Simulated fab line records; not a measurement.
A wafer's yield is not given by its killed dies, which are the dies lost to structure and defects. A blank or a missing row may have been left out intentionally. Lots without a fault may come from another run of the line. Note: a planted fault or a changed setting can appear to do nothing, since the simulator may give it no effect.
Chamber matching :: flow n5-finfet :: N5_BEOL_M5_ALD_86 on ald-metal-04: 4 sister chambers
The step deposits TaN, pulse time 2 s, purge time 3 s, co reactant purge time 2 s. 4 wafers are shown with their chamber, then 9 later ones without.

## EACH WAFER AND ITS CHAMBER
wafer: L079.5
chamber: 1
heater-power-w (W): 452

wafer: L085.2
chamber: 3
heater-power-w (W): 438

wafer: L085.3
chamber: 2
heater-power-w (W): 389

wafer: L085.6
chamber: 0
heater-power-w (W): 408

## WAFERS WHOSE CHAMBER IS MISSING
wafer: L086.1
heater-power-w (W): 398

wafer: L086.3
heater-power-w (W): 407

wafer: L086.4
heater-power-w (W): 433

wafer: L087.1
heater-power-w (W): 431

wafer: L087.2
heater-power-w (W): 390

wafer: L087.3
heater-power-w (W): 454

wafer: L095.1
heater-power-w (W): 429

wafer: L095.2
heater-power-w (W): 407

wafer: L095.4
heater-power-w (W): 449

## THE CHAMBER EACH PASSED THROUGH
wafer: L086.1
from the rows above: can't be placed: 2 or 0
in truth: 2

wafer: L086.3
from the rows above: 0
in truth: 0

wafer: L086.4
from the rows above: 3
in truth: 3

wafer: L087.1
from the rows above: 3
in truth: 3

wafer: L087.2
from the rows above: 2
in truth: 2

wafer: L087.3
from the rows above: 1
in truth: 1

wafer: L095.1
from the rows above: 3
in truth: 3

wafer: L095.2
from the rows above: 0
in truth: 0

wafer: L095.4
from the rows above: can't be placed: 1 or 3
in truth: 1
7 of 9 placed correctly. Not placeable from these rows: 2 (in 2, the candidates include the true chamber). 0 placed wrongly.
How it was worked out, from the rows above alone: a wafer's distance from a chamber is the root of the sum, over the readings, of the square of ((its reading less the chamber's mean) divided by the reading's scatter). If the next closest chamber is less than 2 further off than the closest, the wafer can't be placed; otherwise it belongs to the closest. The mean given for a chamber averages the wafers shown for that chamber. The scatter: root of mean squared gap, hidden wafer to nearest shown wafer, with one shown wafer a chamber.
